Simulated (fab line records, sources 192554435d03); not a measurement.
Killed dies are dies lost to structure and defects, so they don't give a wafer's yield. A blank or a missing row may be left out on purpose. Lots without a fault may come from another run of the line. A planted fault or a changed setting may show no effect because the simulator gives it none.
fab line records | flow n5_finfet
record lots=5 wafers=15 last_day=16
route steps=1938 shown BEOL_M4@1025
lots that met no fault: from a run of the same line without faults
start_h: hours from the record's first day to the start of the lot's first wafer shown | wait_h: hours since the lot's step before | " the same as in the row above | L1.1+2: a row that stands for several wafers | - no value, or no start given | * or withheld: withheld | < > ~ a bound
route shown NAME@n: a module of which the file shows steps, and the number in the route of the first | usual: mean/standard deviation of fault-free wafers | same: alike in all rows | chamber/n: place in a boat | sites: the reading at each site | _std_site: their standard deviation | _edge_site: outer sites' mean less inner sites' | radius_mm: how far each site lies from the wafer's centre | mask NAME#n: copy n | behind: the tool/chamber that last shaped the wafer | hold: why the lot was held/for how many hours/how that ended | device: the transistor (n, p or np) that didn't switch | end of line: the same wafers' tests at the end of the route | a step without rows: its recipe alone | killed: dies lost to structure and defects at the first sort, not the wafer's yield | map: a wafer's dies, x killed, . not, _ none there
set.NAME: the setting as run; set.NAME@STEP: as run at that earlier step | model.NAME: the simulator's own value behind a step, which no gauge read
lots at some steps of the route; a table a step, a row a wafer
services: from which hour (start_h, from the record's first day; less than 0 if before it) a tool's chamber was out of use, for how many hours, and why
## steps
# step N5_BEOL_M4_COAT_61
# recipe resist=SOC temp_c=250 time_s=60 spin_rpm=1500 resist_thk_nm=60
# usual heater_power_total_W=500.6/1.8
# columns lot.wafer tool chamber start_h wait_h heater_power_total_W
L074.4 litho_track-05 0 153.63 0.1 500.0
L074.5 " 0 " " 499.8
L074.6 " 0 " " 498.7
L078.1 litho_track-04 0 176.73 0.1 497.4
L078.3 " 0 " " 497.3
L078.5 " 0 " " 502.7
L090.1 litho_track-04 0 257.48 0.1 500.7
L090.2 " 0 " " 500.9
L090.3 " 0 " " 502.0
L093.2 litho_track-01 0 271.11 0.1 499.6
L093.5 " 0 " " 500.9
L093.6 " 0 " " 502.9
L095.1 litho_track-05 0 282.37 0.1 498.2
L095.4 " 0 " " 501.2
L095.6 " 0 " " 500.2
# step N5_BEOL_M4_COAT_62
# recipe resist=SiARC temp_c=220 time_s=60 spin_rpm=1500 resist_thk_nm=12
# usual heater_power_total_W=427.5/2.1
# columns lot.wafer tool chamber start_h wait_h heater_power_total_W
L074.4 litho_track-05 0 - - 425.8
L074.5 " 0 " " 425.2
L074.6 " 0 " " 428.2
L078.1 litho_track-04 0 - - 429.6
L078.3 " 0 " " 428.8
L078.5 " 0 " " 429.6
L090.1 litho_track-04 0 - - 427.3
L090.2 " 0 " " 428.5
L090.3 " 0 " " 429.1
L093.2 litho_track-01 0 - - 428.0
L093.5 " 0 " " 424.1
L093.6 " 0 " " 430.4
L095.1 litho_track-05 0 - - 429.4
L095.4 " 0 " " 427.6
L095.6 " 0 " " 429.3
# step N5_BEOL_M4_COAT_73
# recipe resist=underlayer temp_c=205 time_s=60 spin_rpm=1500 resist_thk_nm=5
# usual heater_power_total_W=391.7/1.2
# columns lot.wafer tool chamber start_h wait_h heater_power_total_W
L074.4 litho_track-05 0 - - 393.4
L074.5 " 0 " " 389.9
L074.6 " 0 " " 391.1
L078.1 litho_track-04 0 - - 390.4
L078.3 " 0 " " 389.7
L078.5 " 0 " " 391.1
L090.1 litho_track-04 0 - - 393.7
L090.2 " 0 " " 392.6
L090.3 " 0 " " 392.6
L093.2 litho_track-01 0 - - 391.6
L093.5 " 0 " " 389.5
L093.6 " 0 " " 393.2
L095.1 litho_track-05 0 - - 392.4
L095.4 " 0 " " 390.6
L095.6 " 0 " " 390.5
# step N5_BEOL_M4_COAT_05
# recipe resist=CAR-EUV spin_rpm=1500 resist_thk_nm=30
# columns lot.wafer tool chamber start_h wait_h
L074.4+5+6 litho_track-05 0 - -
L078.1+3+5 litho_track-04 0 - -
L090.1+2+3 litho_track-04 0 - -
L093.2+5+6 litho_track-01 0 - -
L095.1+4+6 litho_track-05 0 - -
# step N5_BEOL_M4_EBR_07
# recipe solvent=PGMEA ebr_width_mm=1.5
# columns lot.wafer tool chamber start_h wait_h
L074.4+5+6 litho_track-05 0 - -
L078.1+3+5 litho_track-04 0 - -
L090.1+2+3 litho_track-04 0 - -
L093.2+5+6 litho_track-01 0 - -
L095.1+4+6 litho_track-05 0 - -
# step N5_BEOL_M4_SOFTBAKE_06
# recipe temp_c=110 time_s=60 resist=CAR-EUV
# usual heater_power_total_W=175.2/1.6
# columns lot.wafer tool chamber start_h wait_h heater_power_total_W
L074.4 litho_track-05 0 - - 174.4
L074.5 " 0 " " 173.8
L074.6 " 0 " " 174.4
L078.1 litho_track-04 0 - - 173.4
L078.3 " 0 " " 176.4
L078.5 " 0 " " 173.7
L090.1 litho_track-04 0 - - 177.5
L090.2 " 0 " " 176.2
L090.3 " 0 " " 177.1
L093.2 litho_track-01 0 - - 174.3
L093.5 " 0 " " 176.0
L093.6 " 0 " " 173.6
L095.1 litho_track-05 0 - - 176.2
L095.4 " 0 " " 175.7
L095.6 " 0 " " 176.4
# step N5_BEOL_M4_EXPOSE_08
# recipe mask_id=M4 na=0.33 source_shape=dipole sigma_inner=0.369 sigma_outer=0.767 polarization=unpolarized dose_mj=41.25
# usual stage_msd_nm=0.971/0.026
# same dipole_opening_deg=79.7
# columns lot.wafer tool chamber start_h wait_h mask stage_msd_nm
L074.4 euv_scanner-01 0 153.79 - M4#0 1.024
L074.5 " 0 " " M4#0 1.022
L074.6 " 0 " " M4#0 1.022
L078.1 euv_scanner-01 0 176.87 - M4#0 1.008
L078.3 " 0 " " M4#0 1.008
L078.5 " 0 " " M4#0 1.008
L090.1 euv_scanner-01 0 257.74 - M4#0 0.973
L090.2 " 0 " " M4#0 0.972
L090.3 " 0 " " M4#0 0.974
L093.2 euv_scanner-02 0 271.38 - M4#0 0.956
L093.5 " 0 " " M4#0 0.958
L093.6 " 0 " " M4#0 0.957
L095.1 euv_scanner-02 0 282.63 - M4#0 0.958
L095.4 " 0 " " M4#0 0.956
L095.6 " 0 " " M4#0 0.957
# step N5_BEOL_M4_PEB_09
# recipe peb_temp_c=100 peb_time_s=60 resist=CAR-EUV
# usual heater_power_total_W=154.2/1
# columns lot.wafer tool chamber start_h wait_h heater_power_total_W
L074.4 litho_track-05 0 153.83 0.0 155.6
L074.5 " 0 " " 154.9
L074.6 " 0 " " 153.7
L078.1 litho_track-05 0 176.94 0.1 154.8
L078.3 " 0 " " 153.9
L078.5 " 0 " " 153.0
L090.1 litho_track-04 0 257.81 0.1 153.9
L090.2 " 0 " " 155.3
L090.3 " 0 " " 154.1
L093.2 litho_track-05 0 271.44 0.1 154.1
L093.5 " 0 " " 152.9
L093.6 " 0 " " 154.5
L095.1 litho_track-01 0 282.70 0.1 155.3
L095.4 " 0 " " 155.4
L095.6 " 0 " " 152.8
# step N5_BEOL_M4_DEVELOP_10
# recipe develop_time_s=30 developer=TMAH resist=CAR-EUV rinse_liquid=surfactant_rinse dry=air_spin dev_temp_c=23
# columns lot.wafer tool chamber start_h wait_h
L074.4+5+6 litho_track-05 0 - -
L078.1+3+5 litho_track-05 0 - -
L090.1+2+3 litho_track-04 0 - -
L093.2+5+6 litho_track-05 0 - -
L095.1+4+6 litho_track-01 0 - -
# step N5_BEOL_M4_CD_MEAS_11
# recipe target_cd_nm=16.79 landing_energy_ev=500 detector=se_inlens polarity=opening
# usual cd_nm=16.74/0.26
# columns lot.wafer tool chamber start_h wait_h cd_nm
L074.4 cd_sem-02 0 153.90 - 17.09
L074.5 " 0 " " 17.01
L074.6 " 0 " " 17.08
L078.1 cd_sem-03 0 177.00 - 16.64
L078.3 " 0 " " 16.80
L078.5 " 0 " " 16.95
L090.1 cd_sem-01 0 257.87 - 16.43
L090.2 " 0 " " 16.54
L090.3 " 0 " " 16.85
L093.2 cd_sem-02 0 271.51 - 16.66
L093.5 " 0 " " 16.37
L093.6 " 0 " " 16.51
L095.1 cd_sem-02 0 282.76 - 16.96
L095.4 " 0 " " 16.57
L095.6 " 0 " " 16.30
# step N5_BEOL_M4_OVL_MEAS_12
# recipe points_per_wafer=522
# usual M4_OVL=-0.1/0.64
# columns lot.wafer tool chamber start_h wait_h M4_OVL[nm]
L074.4 overlay-01 0 153.95 0.0 0.5
L074.5 " 0 " " 0.8
L074.6 " 0 " " 0.3
L078.1 overlay-01 0 177.03 0.0 0.5
L078.3 " 0 " " 0.2
L078.5 " 0 " " 0.9
L090.1 overlay-02 0 257.90 0.0 0.0
L090.2 " 0 " " 1.2
L090.3 " 0 " " 0.1
L093.2 overlay-01 0 271.54 0.0 -0.9
L093.5 " 0 " " -0.4
L093.6 " 0 " " -0.2
L095.1 overlay-01 0 282.79 0.0 0.8
L095.4 " 0 " " 0.1
L095.6 " 0 " " 0.4
# step N5_BEOL_M4_INSPECT_13
# recipe mode=adi inspect_instrument=brightfield
# usual raw_defect_count=415/78
# columns lot.wafer tool chamber start_h wait_h raw_defect_count
L074.4 defect_inspect-02 - 153.99 0.0 448
L074.5 " - " " 407
L074.6 " - " " 366
L078.1 defect_inspect-02 - 177.09 0.1 435
L078.3 " - " " 392
L078.5 " - " " 396
L090.1 defect_inspect-01 - 257.96 0.1 519
L090.2 " - " " 469
L090.3 " - " " 421
L093.2 defect_inspect-02 - 271.60 0.0 396
L093.5 " - " " 509
L093.6 " - " " 314
L095.1 defect_inspect-02 - 282.85 0.1 475
L095.4 " - " " 335
L095.6 " - " " 371
# step N5_BEOL_M4_DESCUM_16
# recipe chemistry=O2 time_s=7 source_power_w=50 bias_power_w=20 pressure_mtorr=20 rf_frequency_hz=2.712e+07 temp_c=40 resist=CAR-EUV o2_flow_sccm=225
# usual drypump_motor_current_A=5.9/0.34 oes_product_au=0.80/0.086 rf_fwd_power_W=49.43/0.23 rf_vpp_V=243.3/1.2 showerhead_plenum_p_Torr=2.10/0.049 throttle_valve_pct=20.5/0.32
# columns lot.wafer tool chamber start_h wait_h drypump_motor_current_A oes_product_au rf_fwd_power_W rf_hours_counter_h rf_vpp_V showerhead_plenum_p_Torr throttle_valve_pct
L074.4 rie_diel-04 2 154.02 0.0 5.4 0.67 49.34 226 245.9 2.17 20.8
L074.5 " 0 " " 5.8 0.95 49.18 - 244.1 2.14 19.9
L074.6 " 3 " " 5.2 0.72 49.31 - 244.0 2.06 20.7
L078.1 rie_diel-04 3 177.13 0.0 5.2 0.71 49.67 232 243.5 2.05 20.7
L078.3 " 0 " " 5.9 0.94 49.57 18 243.5 2.14 19.9
L078.5 " 0 " " 5.9 0.94 49.28 - 246.4 2.14 19.9
L090.1 rie_diel-01 0 258.18 0.2 5.9 0.70 49.35 242 241.4 1.99 21.0
L090.2 " 2 " " 6.5 0.90 48.70 31 242.7 2.12 20.1
L090.3 " 3 " " 5.6 0.78 49.38 153 243.3 2.11 20.9
L093.2 rie_diel-01 0 271.97 0.4 5.9 0.70 49.33 247 241.9 1.99 21.0
L093.5 " 2 " " 6.4 0.89 49.25 - 244.5 2.12 20.1
L093.6 " 1 " " 5.8 0.90 49.17 - 243.0 2.13 20.4
L095.1 rie_diel-01 2 282.89 0.0 6.5 0.87 48.97 40 241.6 2.12 20.1
L095.4 " 1 " " 5.8 0.88 49.54 - 243.5 2.13 20.4
L095.6 " 0 " " 5.9 0.68 49.53 - 241.4 1.99 21.0
# step N5_BEOL_M4_ETCH_74
# recipe chemistry=N2/H2 target=underlayer target_depth_a=65 mask_material=CAR-EUV time_s=5.2 ion_energy_ev=200 pressure_mtorr=30 source_w=840 bias_w=150 n2_flow_sccm=200 h2_flow_sccm=200 ends=cleared
# usual drypump_motor_current_A=5.9/0.34 etch_rf_on_time_s=5.22/0.14 n2_flow_sccm=200.0/0.61 oes_product_au=0.68/0.075 rf_fwd_power_W=819.4/2.5 rf_vpp_V=524.0/2.2 showerhead_plenum_p_Torr=2.55/0.066 throttle_valve_pct=17.9/0.32
# columns lot.wafer tool chamber start_h wait_h drypump_motor_current_A etch_rf_on_time_s n2_flow_sccm oes_product_au rf_fwd_power_W rf_hours_counter_h rf_vpp_V showerhead_plenum_p_Torr throttle_valve_pct
L074.4 rie_diel-04 2 154.05 0.0 5.4 5.25 200.2 0.58 818.9 226 528.2 2.62 18.2
L074.5 " 0 " " 5.9 5.04 199.8 0.82 816.8 - 523.6 2.61 17.4
L074.6 " 3 " " 5.2 5.35 200.2 0.60 814.5 - 523.9 2.52 18.4
L078.1 rie_diel-04 3 177.16 0.0 5.2 5.28 198.8 0.60 820.6 232 524.0 2.52 18.4
L078.3 " 0 " " 5.9 4.98 200.9 0.78 815.9 18 524.9 2.60 17.3
L078.5 " 0 " " 5.9 5.07 199.8 0.80 819.8 - 524.9 2.60 17.4
L090.1 rie_diel-01 0 258.22 0.0 6.0 5.55 200.4 0.58 817.9 242 520.5 2.39 18.2
L090.2 " 2 " " 6.5 5.19 199.3 0.77 822.9 31 524.8 2.58 17.5
L090.3 " 3 " " 5.6 5.10 199.9 0.66 814.9 153 522.3 2.56 18.3
L093.2 rie_diel-01 0 272.01 0.0 5.9 5.47 200.8 0.57 817.7 247 517.4 2.39 18.2
L093.5 " 2 " " 6.5 5.14 200.3 0.77 824.1 - 527.1 2.58 17.5
L093.6 " 1 " " 5.8 5.11 199.5 0.75 819.7 - 524.9 2.60 17.8
L095.1 rie_diel-01 2 282.92 0.0 6.5 5.22 200.8 0.75 820.7 40 526.9 2.58 17.5
L095.4 " 1 " " 5.8 5.24 199.6 0.75 817.8 - 525.1 2.60 17.8
L095.6 " 0 " " 6.0 5.56 200.5 0.57 817.4 - 520.1 2.39 18.2
# step N5_BEOL_M4_ETCH_63
# recipe chemistry=CF4 target=SiARC target_depth_a=156 mask_material=CAR-EUV time_s=26 ion_energy_ev=80 pressure_mtorr=40 source_w=545 bias_w=36 Ar_flow_sccm=100 cf4_flow_sccm=100 ends=cleared
# usual drypump_motor_current_A=5.9/0.34 etch_rf_on_time_s=26.0/0.66 oes_product_au=0.68/0.075 rf_fwd_power_W=532.6/2.2 rf_vpp_V=184.1/0.94 showerhead_plenum_p_Torr=2.14/0.054 throttle_valve_pct=15.65/0.29
# columns lot.wafer tool chamber start_h wait_h drypump_motor_current_A etch_rf_on_time_s oes_product_au rf_fwd_power_W rf_hours_counter_h rf_vpp_V showerhead_plenum_p_Torr throttle_valve_pct
L074.4 rie_diel-04 2 154.07 0.0 5.4 26.0 0.58 529.5 226 185.6 2.21 15.94
L074.5 " 0 " " 5.9 24.9 0.82 530.9 - 185.3 2.18 15.01
L074.6 " 3 " " 5.2 26.5 0.61 534.2 - 183.9 2.11 16.03
L078.1 rie_diel-04 3 177.18 0.0 5.2 26.6 0.60 533.6 232 183.0 2.11 16.06
L078.3 " 0 " " 5.9 24.8 0.80 529.6 18 184.5 2.18 15.02
L078.5 " 0 " " 5.9 25.0 0.80 532.1 - 186.0 2.18 15.03
L090.1 rie_diel-01 0 258.24 0.0 5.9 27.4 0.57 533.4 242 181.8 2.03 16.06
L090.2 " 2 " " 6.5 26.0 0.76 531.6 31 184.9 2.18 15.34
L090.3 " 3 " " 5.6 25.3 0.66 532.8 153 184.0 2.15 15.99
L093.2 rie_diel-01 0 272.02 0.0 5.9 27.4 0.58 535.0 247 182.0 2.02 16.06
L093.5 " 2 " " 6.4 25.7 0.76 530.4 - 184.6 2.18 15.35
L093.6 " 1 " " 5.8 25.7 0.76 532.5 - 182.8 2.17 15.44
L095.1 rie_diel-01 2 282.94 0.0 6.5 26.1 0.76 529.7 40 185.3 2.18 15.37
L095.4 " 1 " " 5.8 26.1 0.75 531.7 - 184.0 2.17 15.46
L095.6 " 0 " " 5.9 27.4 0.57 533.3 - 181.8 2.02 16.06
# step N5_BEOL_M4_ETCH_64
# recipe chemistry=N2/H2 target=SOC target_depth_a=750 overetch_a=225 mask_material=SiARC temp_c=40 time_s=121.9 ion_energy_ev=200 pressure_mtorr=30 source_w=840 bias_w=150 n2_flow_sccm=200 h2_flow_sccm=200
# usual drypump_motor_current_A=5.9/0.34 n2_flow_sccm=200.1/0.65 oes_product_au=0.61/0.062 rf_fwd_power_W=837.0/2.7 rf_vpp_V=524.0/2 showerhead_plenum_p_Torr=2.55/0.065 throttle_valve_pct=17.9/0.32
# columns lot.wafer tool chamber start_h wait_h drypump_motor_current_A n2_flow_sccm oes_product_au rf_fwd_power_W rf_hours_counter_h rf_vpp_V showerhead_plenum_p_Torr throttle_valve_pct
L074.4 rie_diel-04 2 154.10 0.0 5.4 199.6 0.52 838.4 226 526.5 2.62 18.1
L074.5 " 0 " " 5.9 199.9 0.71 831.3 - 525.0 2.61 17.3
L074.6 " 3 " " 5.2 200.7 0.54 835.9 - 521.5 2.52 18.3
L078.1 rie_diel-04 3 177.21 0.0 5.2 199.5 0.54 841.5 232 523.3 2.52 18.4
L078.3 " 0 " " 5.9 200.6 0.70 837.7 18 525.4 2.60 17.3
L078.5 " 0 " " 5.9 200.9 0.69 837.7 - 524.7 2.60 17.3
L090.1 rie_diel-01 0 258.26 0.0 5.9 199.6 0.53 834.9 242 521.2 2.39 18.2
L090.2 " 2 " " 6.5 199.4 0.69 834.0 31 524.2 2.58 17.4
L090.3 " 3 " " 5.6 201.2 0.58 842.5 153 523.1 2.56 18.3
L093.2 rie_diel-01 0 272.05 0.0 5.9 199.4 0.53 841.3 247 520.1 2.39 18.2
L093.5 " 2 " " 6.5 200.0 0.68 835.9 - 526.4 2.58 17.4
L093.6 " 1 " " 5.8 199.8 0.67 835.2 - 525.8 2.60 17.8
L095.1 rie_diel-01 2 282.97 0.0 6.5 201.4 0.67 835.6 40 523.6 2.58 17.4
L095.4 " 1 " " 5.8 200.5 0.67 833.1 - 527.0 2.60 17.8
L095.6 " 0 " " 5.9 201.0 0.53 833.9 - 519.8 2.39 18.2
# step N5_BEOL_M4_STRIP_65
# recipe chemistry=N2/H2 temp_c=40 n2_flow_sccm=200 h2_flow_sccm=200 rf_frequency_hz=6e+07
# columns lot.wafer tool chamber start_h wait_h
L074.4+5+6 rie_diel-04 2,0,3 154.21 0.1
L078.1+3+5 rie_diel-04 3,0,0 177.32 0.1
L090.1+2+3 rie_diel-01 0,2,3 258.38 0.1
L093.2+5+6 rie_diel-01 0,2,1 272.16 0.1
L095.1+4+6 rie_diel-01 2,1,0 283.08 0.1
# step N5_BEOL_M4_STRIP_75
# recipe chemistry=N2/H2 temp_c=40 n2_flow_sccm=200 h2_flow_sccm=200 rf_frequency_hz=6e+07
# columns lot.wafer tool chamber start_h wait_h
L074.4+5+6 rie_diel-04 2,0,3 154.22 0.0
L078.1+3+5 rie_diel-04 3,0,0 177.33 0.0
L090.1+2+3 rie_diel-01 0,2,3 258.39 0.0
L093.2+5+6 rie_diel-01 0,2,1 272.17 0.0
L095.1+4+6 rie_diel-01 2,1,0 283.09 0.0
# step N5_BEOL_M4_STRIP_66
# recipe chemistry=CF4 resist=SiARC power_w=300 bias_power_w=75 pressure_mtorr=50 cf4_flow_sccm=150 rf_frequency_hz=6e+07
# usual drypump_motor_current_A=5.9/0.35 oes_product_au=0.79/0.08 rf_fwd_power_W=292.7/0.91 rf_vpp_V=271.4/1.2 showerhead_plenum_p_Torr=1.80/0.043 throttle_valve_pct=13.6/0.31
# columns lot.wafer tool chamber start_h wait_h drypump_motor_current_A oes_product_au rf_fwd_power_W rf_hours_counter_h rf_vpp_V showerhead_plenum_p_Torr throttle_valve_pct
L074.4 rie_diel-04 2 154.23 0.0 5.4 0.68 292.2 226 273.7 1.86 14.0
L074.5 " 0 " " 5.8 0.93 294.5 - 271.5 1.82 12.9
L074.6 " 3 " " 5.2 0.71 291.2 - 271.1 1.77 14.0
L078.1 rie_diel-04 3 177.34 0.0 5.2 0.71 291.9 232 269.9 1.77 14.1
L078.3 " 0 " " 5.9 0.90 292.5 18 271.5 1.82 13.0
L078.5 " 0 " " 5.9 0.91 292.2 - 272.2 1.82 13.0
L090.1 rie_diel-01 0 258.40 0.0 5.9 0.69 292.0 242 269.4 1.71 14.1
L090.2 " 2 " " 6.5 0.88 293.6 31 272.4 1.83 13.3
L090.3 " 3 " " 5.6 0.76 292.5 153 271.3 1.80 13.9
L093.2 rie_diel-01 0 272.18 0.0 5.9 0.69 293.4 247 268.8 1.71 14.1
L093.5 " 2 " " 6.5 0.88 294.3 - 273.2 1.82 13.3
L093.6 " 1 " " 5.8 0.87 292.1 - 270.9 1.82 13.4
L095.1 rie_diel-01 2 283.10 0.0 6.4 0.87 291.4 40 271.6 1.82 13.3
L095.4 " 1 " " 5.8 0.87 293.9 - 271.3 1.82 13.4
L095.6 " 0 " " 5.9 0.68 294.1 - 268.6 1.71 14.1
# step N5_BEOL_M4_HM_OPEN_17
# recipe chemistry=Cl2/BCl3 target_depth_a=200 overetch_a=60 target=TiN mask_material=SOC ion_energy_ev=150 pressure_mtorr=10 icp_w=1000 bias_w=126 Cl2_flow_sccm=53.25 bcl3_flow_sccm=21.75 Ar_flow_sccm=25
# usual drypump_motor_current_A=5.45/0.24 oes_product_au=0.69/0.072 rf_fwd_power_W=994/3.5 throttle_valve_pct=22.34/0.23
# columns lot.wafer tool chamber start_h wait_h drypump_motor_current_A oes_product_au rf_fwd_power_W rf_hours_counter_h throttle_valve_pct
L074.4 rie_metal-03 1 154.30 0.1 5.82 0.81 995 - 22.39
L074.5 " 0 " " 5.45 0.69 990 - 22.23
L074.6 " 1 " " 5.84 0.80 994 - 22.40
L078.1 rie_metal-01 1 177.38 0.0 5.35 0.73 998 18 21.89
L078.3 " 1 " " 5.33 0.72 992 - 21.88
L078.5 " 0 " " 5.47 0.58 998 - 22.61
L090.1 rie_metal-02 0 258.44 0.0 5.62 0.64 996 48 22.37
L090.2 " 1 " " 5.07 0.76 987 13 22.46
L090.3 " 0 " " 5.59 0.64 997 - 22.35
L093.2 rie_metal-02 0 272.22 0.0 5.63 0.63 993 50 22.35
L093.5 " 1 " " 5.07 0.75 987 - 22.49
L093.6 " 0 " " 5.64 0.62 993 - 22.38
L095.1 rie_metal-02 1 283.14 0.0 5.07 0.75 986 15 22.50
L095.4 " 0 " " 5.62 0.63 996 - 22.35
L095.6 " 0 " " 5.64 0.63 991 - 22.37
# step N5_BEOL_M4_STRIP_19
# recipe chemistry=O2 power_w=400 temp_c=40 pressure_mtorr=30 rf_frequency_hz=6e+07 bias_power_w=0 overash_fraction=0.2 o2_flow_sccm=225
# usual drypump_motor_current_A=5.9/0.39 oes_product_au=0.82/0.091 rf_vpp_V=3.6/0.52 showerhead_plenum_p_Torr=2.11/0.048 throttle_valve_pct=16.67/0.29
# columns lot.wafer tool chamber start_h wait_h drypump_motor_current_A oes_product_au rf_hours_counter_h rf_vpp_V showerhead_plenum_p_Torr throttle_valve_pct
L074.4 rie_diel-04 3 154.38 0.1 5.2 0.71 223 4.3 2.06 17.04
L074.5 " 1 " " 6.6 0.83 - 3.3 2.04 16.58
L074.6 " 2 " " 5.4 0.67 - 3.5 2.18 16.99
L078.1 rie_diel-02 3 177.49 0.1 5.6 0.70 216 3.6 2.14 16.67
L078.3 " 1 " " 6.3 0.87 36 3.6 2.15 16.75
L078.5 " 3 " " 5.6 0.71 - 3.2 2.14 16.69
L090.1 rie_diel-04 0 258.55 0.1 5.9 0.88 50 4.0 2.13 16.19
L090.2 " 1 " " 6.6 0.79 93 4.4 2.03 16.66
L090.3 " 3 " " 5.2 0.97 3 4.5 2.05 16.69
L093.2 rie_diel-02 2 272.40 0.1 6.0 0.77 124 3.8 2.12 16.51
L093.5 " 0 " " 5.9 0.73 - 3.0 2.09 16.97
L093.6 " 1 " " 6.3 0.82 - 2.9 2.14 16.81
L095.1 rie_diel-01 2 283.25 0.1 6.4 0.88 40 3.4 2.12 16.34
L095.4 " 0 " " 5.9 0.69 - 3.3 2.00 17.22
L095.6 " 2 " " 6.4 0.88 - 4.7 2.12 16.34
# step N5_BEOL_M4_CD_MEAS_18
# recipe pitch_nm=36 target_cd_nm=18
# usual cd_nm=17.9/0.31
# columns lot.wafer tool chamber start_h wait_h cd_nm
L074.4 cd_sem-02 - 154.46 0.1 18.3
L074.5 " - " " 18.1
L074.6 " - " " 18.5
L078.1 cd_sem-03 - 177.56 0.0 17.9
L078.3 " - " " 17.9
L078.5 " - " " 17.4
L090.1 cd_sem-03 - 258.62 0.0 17.2
L090.2 " - " " 17.5
L090.3 " - " " 17.0
L093.2 cd_sem-02 - 272.47 0.1 17.6
L093.5 " - " " 17.8
L093.6 " - " " 17.8
L095.1 cd_sem-01 - 283.32 0.0 17.7
L095.4 " - " " 17.9
L095.6 " - " " 17.1
# step N5_BEOL_M4_COAT_67
# recipe resist=SOC temp_c=250 time_s=60 spin_rpm=1500 resist_thk_nm=60
# usual heater_power_total_W=500.5/1.7
# columns lot.wafer tool chamber start_h wait_h heater_power_total_W
L074.4 litho_track-05 0 154.49 0.0 501.9
L074.5 " 0 " " 500.5
L074.6 " 0 " " 500.8
L078.1 litho_track-04 0 177.60 0.0 499.3
L078.3 " 0 " " 501.8
L078.5 " 0 " " 499.7
L090.1 litho_track-05 0 258.65 0.0 501.6
L090.2 " 0 " " 499.2
L090.3 " 0 " " 498.2
L093.2 litho_track-01 0 272.50 0.0 502.9
L093.5 " 0 " " 501.9
L093.6 " 0 " " 499.4
L095.1 litho_track-05 0 283.36 0.0 502.4
L095.4 " 0 " " 497.4
L095.6 " 0 " " 499.6
# step N5_BEOL_M4_COAT_68
# recipe resist=SiARC temp_c=220 time_s=60 spin_rpm=1500 resist_thk_nm=12
# usual heater_power_total_W=427.7/2.2
# columns lot.wafer tool chamber start_h wait_h heater_power_total_W
L074.4 litho_track-05 0 - - 429.6
L074.5 " 0 " " 429.0
L074.6 " 0 " " 428.6
L078.1 litho_track-04 0 - - 428.8
L078.3 " 0 " " 424.9
L078.5 " 0 " " 429.4
L090.1 litho_track-05 0 - - 428.2
L090.2 " 0 " " 425.2
L090.3 " 0 " " 429.8
L093.2 litho_track-01 0 - - 428.6
L093.5 " 0 " " 429.4
L093.6 " 0 " " 424.4
L095.1 litho_track-05 0 - - 427.6
L095.4 " 0 " " 429.3
L095.6 " 0 " " 430.7
# step N5_BEOL_M4_COAT_76
# recipe resist=underlayer temp_c=205 time_s=60 spin_rpm=1500 resist_thk_nm=5
# usual heater_power_total_W=391.6/1.4
# columns lot.wafer tool chamber start_h wait_h heater_power_total_W
L074.4 litho_track-05 0 - - 389.6
L074.5 " 0 " " 390.6
L074.6 " 0 " " 393.6
L078.1 litho_track-04 0 - - 390.7
L078.3 " 0 " " 392.5
L078.5 " 0 " " 391.3
L090.1 litho_track-05 0 - - 392.5
L090.2 " 0 " " 393.0
L090.3 " 0 " " 392.4
L093.2 litho_track-01 0 - - 392.9
L093.5 " 0 " " 392.3
L093.6 " 0 " " 390.5
L095.1 litho_track-05 0 - - 393.7
L095.4 " 0 " " 390.9
L095.6 " 0 " " 392.6
# step N5_BEOL_M4_COAT_22
# recipe resist=CAR-EUV spin_rpm=1500 resist_thk_nm=30
# columns lot.wafer tool chamber start_h wait_h
L074.4+5+6 litho_track-05 0 - -
L078.1+3+5 litho_track-04 0 - -
L090.1+2+3 litho_track-05 0 - -
L093.2+5+6 litho_track-01 0 - -
L095.1+4+6 litho_track-05 0 - -
# step N5_BEOL_M4_EBR_24
# recipe solvent=PGMEA ebr_width_mm=1.5
# columns lot.wafer tool chamber start_h wait_h
L074.4+5+6 litho_track-05 0 - -
L078.1+3+5 litho_track-04 0 - -
L090.1+2+3 litho_track-05 0 - -
L093.2+5+6 litho_track-01 0 - -
L095.1+4+6 litho_track-05 0 - -
# step N5_BEOL_M4_SOFTBAKE_23
# recipe temp_c=110 time_s=60 resist=CAR-EUV
# usual heater_power_total_W=175.7/1.6
# columns lot.wafer tool chamber start_h wait_h heater_power_total_W
L074.4 litho_track-05 0 - - 174.7
L074.5 " 0 " " 174.8
L074.6 " 0 " " 177.7
L078.1 litho_track-04 0 - - 175.7
L078.3 " 0 " " 174.8
L078.5 " 0 " " 177.6
L090.1 litho_track-05 0 - - 174.9
L090.2 " 0 " " 176.7
L090.3 " 0 " " 174.0
L093.2 litho_track-01 0 - - 173.5
L093.5 " 0 " " 175.8
L093.6 " 0 " " 176.1
L095.1 litho_track-05 0 - - 177.2
L095.4 " 0 " " 177.3
L095.6 " 0 " " 175.0
## services
# columns tool chamber start_h hours kind
euv_scanner-02 - 131.46 1.0 pm
euv_scanner-02 - 132.47 1.0 pm
rie_diel-04 3 133.21 1.2 repair
rie_diel-01 2 154.11 - clean
rie_diel-01 2 154.11 - consumable_replace:focus_ring
euv_scanner-01 - 168.89 1.0 pm
euv_scanner-02 - 175.33 1.0 pm
euv_scanner-02 - 190.16 4.6 pm
euv_scanner-01 - 203.30 4.6 pm
euv_scanner-01 - 217.70 30.9 repair
rie_diel-04 2 220.67 - clean
rie_diel-04 2 220.67 - consumable_replace:focus_ring
rie_diel-04 2 220.67 14.0 scheduled_down
rie_diel-04 2 220.67 14.0 vent_cycle
rie_diel-02 2 231.84 21.6 repair
rie_diel-04 3 234.81 - clean
rie_diel-04 3 234.81 - consumable_replace:focus_ring
euv_scanner-02 - 245.52 1.0 pm
euv_scanner-02 - 246.53 5.8 pm
euv_scanner-01 - 255.61 1.9 repair
rie_diel-04 2 265.77 9.3 repair
rie_metal-03 - 272.56 2.8 pm
euv_scanner-01 - 281.17 1.0 pm
euv_scanner-01 - 282.28 12.0 pm
## key
fault none
